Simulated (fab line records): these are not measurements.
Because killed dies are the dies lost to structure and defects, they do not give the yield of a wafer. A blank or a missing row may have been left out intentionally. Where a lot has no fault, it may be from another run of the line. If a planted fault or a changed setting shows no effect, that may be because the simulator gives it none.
Chamber matching + flow n5Finfet + rieDiel-01 running N5_SD_EPI_N_DESCUM_14: 4 sister chambers
The step chemistry O2, time 7.9 s. 18 wafers are shown with their chamber, then 9 later ones without.

== WAFERS WITH THEIR CHAMBER ==
| wafer  | chamber | drypumpMotorCurrentA (A) | showerheadPlenumPTorr (Torr) | oesProductAu (a.u.) |
|--------|---------|--------------------------|------------------------------|---------------------|
| L074.2 | 2       | 6.1                      | 2.24                         | 0.98                |
| L074.3 | 0       | 5.2                      | 2.23                         | 0.95                |
| L074.4 | 1       | 5.9                      | 2.16                         | 0.71                |
| L076.2 | 0       | 5.3                      | 2.22                         | 0.95                |
| L076.3 | 1       | 5.9                      | 2.16                         | 0.71                |
| L076.5 | 1       | 5.9                      | 2.16                         | 0.71                |
| L080.2 | 0       | 5.3                      | 2.22                         | 0.91                |
| L080.3 | 1       | 5.9                      | 2.16                         | 0.71                |
| L080.6 | 2       | 6.1                      | 2.24                         | 0.94                |
| L082.2 | 3       | 5.7                      | 2.05                         | 0.95                |
| L082.4 | 0       | 5.3                      | 2.22                         | 0.91                |
| L082.5 | 1       | 5.9                      | 2.16                         | 0.70                |
| L086.4 | 0       | 5.3                      | 2.21                         | 0.89                |
| L086.5 | 0       | 5.3                      | 2.21                         | 0.89                |
| L086.6 | 3       | 5.7                      | 2.05                         | 0.91                |
| L087.2 | 3       | 5.7                      | 2.05                         | 0.92                |
| L087.4 | 1       | 5.9                      | 2.15                         | 0.70                |
| L087.5 | 0       | 5.3                      | 2.21                         | 0.88                |

SIGNATURES (averages over the wafers above)
| reading               | chamber 0 | chamber 1 | chamber 2 | chamber 3 | scatter within a chamber |
|-----------------------|-----------|-----------|-----------|-----------|--------------------------|
| drypumpMotorCurrentA  | 5.286     | 5.900     | 6.100     | 5.700     | 0.0247                   |
| showerheadPlenumPTorr | 2.2171    | 2.1583    | 2.2400    | 2.0500    | 0.00552                  |
| oesProductAu          | 0.9114    | 0.7067    | 0.9600    | 0.9267    | 0.0219                   |
Rule: a wafer lies at a distance from a chamber equal to the root of the sum of squares, over the readings, of (its reading less the chamber's mean, divided by the reading's scatter). If the next closest chamber is less than 2 further off than the closest, the wafer can't be placed; otherwise it belongs to the closest. The scatter is the square root of a quotient: the sum, over the shown wafers, of each reading's squared deviation from its chamber's mean, divided by wafers minus chambers.

== WAFERS WITH NO CHAMBER GIVEN ==
| wafer  | drypumpMotorCurrentA (A) | showerheadPlenumPTorr (Torr) | oesProductAu (a.u.) |
|--------|--------------------------|------------------------------|---------------------|
| L088.2 | 5.7                      | 2.05                         | 0.91                |
| L088.3 | 5.3                      | 2.21                         | 0.88                |
| L088.5 | 5.7                      | 2.05                         | 0.91                |
| L089.3 | 5.3                      | 2.21                         | 0.89                |
| L089.4 | 5.2                      | 2.21                         | 0.89                |
| L089.5 | 6.1                      | 2.23                         | 0.90                |
| L097.1 | 6.1                      | 2.22                         | 0.86                |
| L097.3 | 5.9                      | 2.15                         | 0.68                |
| L097.6 | 5.9                      | 2.14                         | 0.68                |

== EACH ONE'S CHAMBER ==
| wafer  | from the rows above | in truth |
|--------|---------------------|----------|
| L088.2 | 3                   | 3        |
| L088.3 | 0                   | 0        |
| L088.5 | 3                   | 3        |
| L089.3 | 0                   | 0        |
| L089.4 | 0                   | 0        |
| L089.5 | 2                   | 2        |
| L097.1 | 2                   | 2        |
| L097.3 | 1                   | 1        |
| L097.6 | 1                   | 1        |
Correctly placed: 9 of 9. Left unplaced by these rows: 0. 0 placed wrongly.
